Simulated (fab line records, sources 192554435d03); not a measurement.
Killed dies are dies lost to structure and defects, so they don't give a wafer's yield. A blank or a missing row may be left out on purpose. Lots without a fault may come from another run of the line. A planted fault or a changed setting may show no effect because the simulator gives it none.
Split-lot experiment | flow n5_finfet | 7 lots, 21 wafers read, on a route of 1938 steps

THE SPLIT
At N5_BEOL_M3_ETCH_70 (etches SOC in N2/H2, target depth 80 nm, overetch 16 nm, time 120 s), the setting bias_w was moved away from the recipe's 150 W on 6 of the 21 wafers read, by -10.7% to +15.3%. The other wafers ran this setting at the recipe's value.

The reading is taken at the split's own step.

THE READING
rf_vpp_V, in V, at N5_BEOL_M3_ETCH_70 (etches SOC in N2/H2, target depth 80 nm, overetch 16 nm, time 120 s). Fault-free wafers of this fab line usually give 523.0 V, standard deviation 2.4 V.

wafer  | tool, chamber at the split | bias_w as run, W | against the recipe | rf_vpp_V, V | against lot-mates on the recipe
L083.1 | rie_diel-04, 1             | 150              | recipe             | 526.3       | -
L083.2 | rie_diel-04, 0             | 150              | recipe             | 522.5       | -
L083.6 | rie_diel-04, 3             | 150              | recipe             | 523.1       | -
L084.1 | rie_diel-03, 3             | 150              | recipe             | 522.2       | -
L084.5 | rie_diel-03, 1             | 173              | +15.3%             | 575.5       | +53.1
L084.6 | rie_diel-03, 0             | 150              | recipe             | 522.6       | -
L085.1 | rie_diel-04, 0             | 150              | recipe             | 523.6       | -
L085.2 | rie_diel-04, 3             | 167.9            | +11.9%             | 561.0       | +37.4
L085.4 | rie_diel-04, 2             | 167.9            | +11.9%             | 560.4       | +36.8
L089.3 | rie_diel-03, 3             | 150              | recipe             | 521.4       | -
L089.4 | rie_diel-03, 0             | 150              | recipe             | 521.7       | -
L089.6 | rie_diel-03, 1             | 150              | recipe             | 523.9       | -
L090.2 | rie_diel-03, 3             | 150              | recipe             | 520.5       | -
L090.4 | rie_diel-03, 2             | 150              | recipe             | 520.7       | -
L090.5 | rie_diel-03, 1             | 150              | recipe             | 526.1       | -
L092.1 | rie_diel-02, 3             | 150              | recipe             | 524.5       | -
L092.3 | rie_diel-02, 0             | 150              | recipe             | 523.9       | -
L092.5 | rie_diel-02, 0             | 150              | recipe             | 522.0       | -
L095.2 | rie_diel-03, 0             | 133.9            | -10.7%             | 484.2       | no lot-mate on the recipe
L095.5 | rie_diel-03, 3             | 133.9            | -10.7%             | 485.8       | no lot-mate on the recipe
L095.6 | rie_diel-03, 0             | 133.9            | -10.7%             | 483.1       | no lot-mate on the recipe

THE FIT
A straight line over all 21 wafers: rf_vpp_V changes by +3.41 V for each +1% of bias_w; r = +1.00; the points scatter about the line by 1.9 V.
The same after taking each lot's own level away (the mean of its wafers on the recipe; 18 wafers): +3.27 V for each +1%; r = +0.99; scatter 1.8 V.
On that fit, the largest move of bias_w shifts the reading by 50 V.
The lots' own levels span 522.33 to 523.97 V, that is 0.7 times the standard deviation above.
So the lot-to-lot level changes the slope little: the two slopes agree.
Check: with one of the wafers moved furthest among these (+15.3%) left out of the fit, the line predicts +47.7 V for it against its lot-mates. It came out at +53.1 V against them.
Tool readings at the split's step, against how far the setting was moved: rf_vpp_V r = +1.00.

OTHER SPLITS ON THESE WAFERS
These wafers also went through other splits before the reading. Each is held against what the fit with the lots' levels taken away leaves over:
other split on the same wafers | wafers away from the commonest value | r with rf_vpp_V (lot level and that fit taken away)
N5_BEOL_M2_EXPOSE_08 dose_mj   | 7                                    | -0.41

THE WHOLE CHAIN: every reading that the file lists as answering this split, in the file's order
step               | what it does                                                        | reading                                                                          | change (the file's fit)                | r (the file's)
N5_BEOL_M3_ETCH_70 | etches SOC in N2/H2, target depth 80 nm, overetch 16 nm, time 120 s | rf_vpp_V                                                                         | +3.33 V for each +1% of the setting    | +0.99
N5_BEOL_M3_ETCH_70 | etches SOC in N2/H2, target depth 80 nm, overetch 16 nm, time 120 s | SiARC_of_BEOL_M3_COAT_68.thk_nm (the simulator's own value, which no gauge read) | -0.0853 nm for each +1% of the setting | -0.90

THE FILE'S OWN FIT
rf_vpp_V changes by +3.33 V for each +1% of bias_w, r = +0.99.
